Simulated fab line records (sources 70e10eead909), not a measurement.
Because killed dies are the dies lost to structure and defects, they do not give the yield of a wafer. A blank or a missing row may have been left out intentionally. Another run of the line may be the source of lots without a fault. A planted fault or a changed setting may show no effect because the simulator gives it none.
Which tool did it? -- flow nand-harc -- 72 wafers from 24 lots sampled at 6 of the route's 1302 steps

== WHAT EACH GAUGE READ, for each wafer ==
NHARC_A_M0_CD_MEAS_09: target cd 80 nm. Usual: cd-nm reads 79.7 nm (standard deviation 0.71).
lot,measured,on,cd-nm (nm),flag
L074,day 23 04:56,cd-sem-02,79.4 79.2 80.1,
L075,day 23 06:45,cd-sem-03,78.3 78.6 78.8,
L076,day 23 16:57,cd-sem-03,78.5 78.6 79.3,
L078,day 24 00:13,cd-sem-02,78.9 79.8 79.5,
L077,day 24 10:09,cd-sem-01,79.8 81.1 80.0,
L079,day 24 09:11,cd-sem-02,80.5 80.6 80.6,
L080,day 25 07:53,cd-sem-01,79.6 79.0 78.9,
L081,day 25 14:55,cd-sem-02,80.0 80.1 80.2,
L082,day 25 22:31,cd-sem-01,80.0 80.2 80.1,
L083,day 26 07:38,cd-sem-01,79.0 78.4 80.3,
L084,day 26 10:49,cd-sem-02,79.6 79.3 79.3,
L085,day 27 09:13,cd-sem-02,80.5 79.4 79.3,
L086,day 27 16:37,cd-sem-02,80.0 80.0 80.1,
L087,day 28 10:36,cd-sem-02,79.9 80.5 78.4,
L088,day 28 16:49,cd-sem-01,79.7 80.1 79.6,
L089,day 29 01:11,cd-sem-03,79.5 79.0 78.8,
L090,day 29 21:54,cd-sem-03,79.5 79.6 79.0,
L091,day 29 22:46,cd-sem-03,80.5 79.7 79.6,
L092,day 30 04:58,cd-sem-01,78.3 78.9 78.3,
L093,day 30 06:55,cd-sem-03,80.1 79.9 81.1,
L094,day 30 13:22,cd-sem-03,79.7 80.4 80.4,
L096,day 31 12:16,cd-sem-02,79.2 80.0 79.9,
L095,day 31 14:48,cd-sem-03,78.9 80.0 79.6,
L097,day 32 18:56,cd-sem-03,81.0 79.6 79.6,

== EACH LOT AND THE TOOL THAT RAN IT (in order: tool; ch and the chambers of the sampled wafers; start) ==
lot,NHARC_A_CONTACT_ETCH_124,NHARC_A_CONTACT_ETCH_131,NHARC_A_CONTACT_ETCH_135,NHARC_A_CONTACT_ETCH_98,NHARC_A_BLC_ETCH_18
L074,"har-cap-etch-03 ch 1, day 22 10:11","har-cap-etch-03 ch 1, day 22 11:27","har-cap-etch-03 ch 0, day 22 19:34","rie-diel-08 ch 0,1,2, day 23 04:56 or earlier","rie-diel-10 ch 1,2, day 23 04:56 or earlier"
L075,"har-cap-etch-01 ch 0,1, day 22 11:39","har-cap-etch-01 ch 0,1, day 22 12:54","har-cap-etch-03 ch 0,1, day 22 21:37","rie-diel-08 ch 0,1,3, day 23 06:45 or earlier","rie-diel-10 ch 0,2,3, day 23 06:45 or earlier"
L076,"har-cap-etch-01 ch 0, day 22 20:08","har-cap-etch-01 ch 0, day 22 21:23","har-cap-etch-01 ch 0, day 23 07:38","rie-diel-08 ch 0,3, day 23 16:57 or earlier","rie-diel-10 ch 0,2,3, day 23 16:57 or earlier"
L078,"har-cap-etch-03 ch 0,1, day 23 06:03","har-cap-etch-03 ch 0,1, day 23 07:18","har-cap-etch-01 ch 0,1, day 23 15:14","rie-diel-02 ch 0,3, day 24 00:13 or earlier","rie-diel-09 ch 0,1, day 24 00:13 or earlier"
L077,"har-cap-etch-02 ch 0,1, day 23 13:46","har-cap-etch-02 ch 0,1, day 23 15:26","har-cap-etch-02 ch 0,1, day 23 23:35","rie-diel-04 ch 0,1,2, day 24 10:09 or earlier","rie-diel-10 ch 1,2, day 24 10:09 or earlier"
L079,"har-cap-etch-03 ch 0,1, day 23 14:43","har-cap-etch-03 ch 0,1, day 23 15:58","har-cap-etch-01 ch 0,1, day 23 23:46","rie-diel-04 ch 0,1,3, day 24 09:11 or earlier","rie-diel-09 ch 0,3, day 24 09:11 or earlier"
L080,"har-cap-etch-02 ch 0,1, day 24 14:43","har-cap-etch-02 ch 0,1, day 24 15:59","har-cap-etch-02 ch 0,1, day 24 22:59","rie-diel-08 ch 0,1,2, day 25 07:53 or earlier","rie-diel-09 ch 0,2, day 25 07:53 or earlier"
L081,"har-cap-etch-01 ch 0,1, day 24 22:26","har-cap-etch-01 ch 0,1, day 24 23:41","har-cap-etch-01 ch 0,1, day 25 06:10","rie-diel-02 ch 0,3, day 25 14:55 or earlier","rie-diel-10 ch 0,2, day 25 14:55 or earlier"
L082,"har-cap-etch-02 ch 0,1, day 25 04:43","har-cap-etch-02 ch 0,1, day 25 05:58","har-cap-etch-01 ch 0,1, day 25 13:54","rie-diel-02 ch 0,1,2, day 25 22:31 or earlier","rie-diel-09 ch 2,3, day 25 22:31 or earlier"
L083,"har-cap-etch-02 ch 0,1, day 25 11:37","har-cap-etch-02 ch 0,1, day 25 12:53","har-cap-etch-02 ch 0,1, day 25 22:55","rie-diel-08 ch 0,1,3, day 26 07:38 or earlier","rie-diel-12 ch 0,1,3, day 26 07:38 or earlier"
L084,"har-cap-etch-03 ch 0, day 25 18:26","har-cap-etch-03 ch 0, day 25 19:42","har-cap-etch-03 ch 0, day 26 02:15","rie-diel-08 ch 2,3, day 26 10:49 or earlier","rie-diel-10 ch 0,1,3, day 26 10:49 or earlier"
L085,"har-cap-etch-03 ch 0,1, day 26 12:49","har-cap-etch-03 ch 0,1, day 26 14:03","har-cap-etch-02 ch 0,1, day 27 00:07","rie-diel-08 ch 0,2,3, day 27 09:13 or earlier","rie-diel-09 ch 0,1,3, day 27 09:13 or earlier"
L086,"har-cap-etch-01 ch 0,1, day 26 22:52","har-cap-etch-01 ch 0,1, day 27 00:08","har-cap-etch-01 ch 0,1, day 27 06:26","rie-diel-04 ch 2,3, day 27 16:37 or earlier","rie-diel-10 ch 2,3, day 27 16:37 or earlier"
L087,"har-cap-etch-03 ch 0,1, day 27 14:31","har-cap-etch-03 ch 0,1, day 27 15:46","har-cap-etch-03 ch 0,1, day 28 00:58","rie-diel-04 ch 1,2, day 28 10:36 or earlier","rie-diel-10 ch 0,1,3, day 28 10:36 or earlier"
L088,"har-cap-etch-02 ch 0,1, day 27 22:56","har-cap-etch-02 ch 0,1, day 28 00:36","har-cap-etch-01 ch 0,1, day 28 08:04","rie-diel-08 ch 1,2,3, day 28 09:48","rie-diel-10 ch 0,2,3, day 28 16:49 or earlier"
L089,"har-cap-etch-02 ch 0,1, day 28 08:07","har-cap-etch-02 ch 0,1, day 28 09:22","har-cap-etch-02 ch 0,1, day 28 15:53","rie-diel-02 ch 1,2, day 29 01:11 or earlier","rie-diel-10 ch 0,2,3, day 29 01:11 or earlier"
L090,"har-cap-etch-02 ch 0, day 29 00:04","har-cap-etch-02 ch 0, day 29 01:45","har-cap-etch-01 ch 1, day 29 12:58","rie-diel-02 ch 1,2,3, day 29 21:54 or earlier","rie-diel-10 ch 0,1,2, day 29 21:54 or earlier"
L091,"har-cap-etch-03 ch 0,1, day 29 02:02","har-cap-etch-03 ch 0,1, day 29 03:17","har-cap-etch-02 ch 0, day 29 13:57","rie-diel-04 ch 0,1,2, day 29 22:46 or earlier","rie-diel-12 ch 0,1,3, day 29 22:46 or earlier"
L092,"har-cap-etch-02 ch 0,1, day 29 11:44","har-cap-etch-02 ch 0,1, day 29 12:59","har-cap-etch-01 ch 0,1, day 29 20:29","rie-diel-08 ch 1,2,3, day 30 04:58 or earlier","rie-diel-10 ch 0,3, day 30 04:58 or earlier"
L093,"har-cap-etch-03 ch 0,1, day 29 11:55","har-cap-etch-03 ch 0,1, day 29 13:35","har-cap-etch-02 ch 0,1, day 29 21:58","rie-diel-02 ch 0,2,3, day 30 06:55 or earlier","rie-diel-10 ch 1,2,3, day 30 06:55 or earlier"
L094,"har-cap-etch-03 ch 0,1, day 29 21:11","har-cap-etch-03 ch 0,1, day 29 22:26","har-cap-etch-01 ch 0,1, day 30 04:43","rie-diel-02 ch 2,3, day 30 13:22 or earlier","rie-diel-09 ch 0,2,3, day 30 13:22 or earlier"
L096,"har-cap-etch-01 ch 1, day 30 19:42","har-cap-etch-01 ch 1, day 30 20:57","har-cap-etch-02 ch 0,1, day 31 03:15","rie-diel-04 ch 0,3, day 31 05:27","rie-diel-10 ch 0,2,3, day 31 12:16 or earlier"
L095,"har-cap-etch-03 ch 0,1, day 30 22:04","har-cap-etch-03 ch 0,1, day 30 23:20","har-cap-etch-01 ch 0,1, day 31 05:41","rie-diel-04 ch 1,3, day 31 07:30","rie-diel-10 ch 1,2,3, day 31 14:48 or earlier"
L097,"har-cap-etch-01 ch 0, day 31 22:49","har-cap-etch-01 ch 0, day 32 00:04","har-cap-etch-02 ch 0,1, day 32 09:45","rie-diel-08 ch 1,2, day 32 18:56 or earlier","rie-diel-10 ch 1,2, day 32 18:56 or earlier"
- NHARC_A_CONTACT_ETCH_124: etches the open film in C4F8/O2/Ar, time 140 s, target depth 700 nm.
- NHARC_A_CONTACT_ETCH_131: etches the open film in C4F8/O2/Ar, time 197 s, target depth 1918 nm.
- NHARC_A_CONTACT_ETCH_135: etches the open film in C4F8/O2/Ar, time 311 s, target depth 1912 nm.
- NHARC_A_CONTACT_ETCH_98: etches the open film in C4F6/O2, target depth 20 nm, time 10 s.
- NHARC_A_BLC_ETCH_18: etches the open film in C4F8/O2/Ar, target depth 910 nm.

== WHAT THE TOOLS THEMSELVES READ (means of the sampled wafers that have a number; where no wafer has one, the mark that the record gives instead) ==
NHARC_A_CONTACT_ETCH_98. Usual: drypump-motor-current-A 5.8 A, standard deviation 0.45; oes-product-au 0.958 a.u., standard deviation 0.024; rf-vpp-V 547 V, standard deviation 3.5; showerhead-plenum-p-Torr 3.96 Torr, standard deviation 0.16; throttle-valve-pct 26.904 %, standard deviation 0.0097.
lot,tool,drypump-motor-current-A (A),oes-product-au (a.u.),rf-vpp-V (V),showerhead-plenum-p-Torr (Torr),throttle-valve-pct (%),flag
L074,rie-diel-08,5.9,0.952,547,3.99,26.905,
L075,rie-diel-08,6.1,0.956,547,3.92,26.900,
L076,rie-diel-08,6.2,1.003,549,4.04,26.913,
L078,rie-diel-02,6.3,0.940,550,4.01,26.893,
L077,rie-diel-04,5.9,0.969,549,4.07,26.911,
L079,rie-diel-04,5.8,0.968,549,4.04,26.894,
L080,rie-diel-08,5.9,0.942,548,3.99,26.905,
L081,rie-diel-02,6.3,0.991,548,4.00,26.903,
L082,rie-diel-02,5.8,0.989,547,3.93,26.903,
L083,rie-diel-08,6.0,0.947,547,3.91,26.901,
L084,rie-diel-08,5.5,0.928,545,3.83,26.908,
L085,rie-diel-08,5.8,0.936,548,3.93,26.901,
L086,rie-diel-04,6.2,0.974,551,4.12,26.907,
L087,rie-diel-04,6.2,0.940,551,4.17,26.912,
L088,rie-diel-08,5.7,0.950,545,3.81,26.908,
L089,rie-diel-02,5.4,0.949,546,3.89,26.902,
L090,rie-diel-02,5.4,0.937,547,3.92,26.905,
L091,rie-diel-04,5.9,0.943,550,4.04,26.903,
L092,rie-diel-08,5.7,1.002,545,3.80,26.902,
L093,rie-diel-02,6.0,0.937,547,3.95,26.907,
L094,rie-diel-02,5.6,0.939,548,3.95,26.899,
L096,rie-diel-04,5.8,0.996,549,3.98,26.899,
L095,rie-diel-04,6.1,0.958,551,4.10,26.899,
L097,rie-diel-08,5.7,0.946,545,3.84,26.900,

NHARC_A_BLC_ETCH_18. Usual: oes-product-au 0.948 a.u., standard deviation 0.023; rf-vpp-V 977 V, standard deviation 6.3.
lot,tool,oes-product-au (a.u.),rf-vpp-V (V),flag
L074,rie-diel-10,0.922,983,
L075,rie-diel-10,0.957,974,
L076,rie-diel-10,0.928,974,
L078,rie-diel-09,0.978,976,
L077,rie-diel-10,0.970,983,
L079,rie-diel-09,0.939,972,
L080,rie-diel-09,0.937,972,
L081,rie-diel-10,0.927,977,
L082,rie-diel-09,0.976,977,
L083,rie-diel-12,0.935,984,
L084,rie-diel-10,0.971,977,
L085,rie-diel-09,0.930,975,
L086,rie-diel-10,0.980,971,
L087,rie-diel-10,0.927,977,
L088,rie-diel-10,0.962,975,
L089,rie-diel-10,0.981,975,
L090,rie-diel-10,0.969,980,
L091,rie-diel-12,0.977,983,
L092,rie-diel-10,0.923,971,
L093,rie-diel-10,0.929,978,
L094,rie-diel-09,0.965,974,
L096,rie-diel-10,0.934,974,
L095,rie-diel-10,0.941,978,
L097,rie-diel-10,0.930,984,

== THE ANSWER, worked out from the rows above alone ==
Rule: take the mean of a lot's wafers that have a number; if it is more than 3 standard deviations from the usual mean, the lot is off. A lot without any number at a reading at which 4 lots or more have one is off too. The other lots that the step has rows for count as sound. First the gauges in route order, then the tools' own readings, where a lot's mean is used as printed above. At the first step where some lot is off, the reading lying furthest off is the one used; lots without a number count as furthest.
Across all readings shown, no lot is off: no conclusion can be drawn from this.

== WHAT THE SIMULATOR PUT IN ==
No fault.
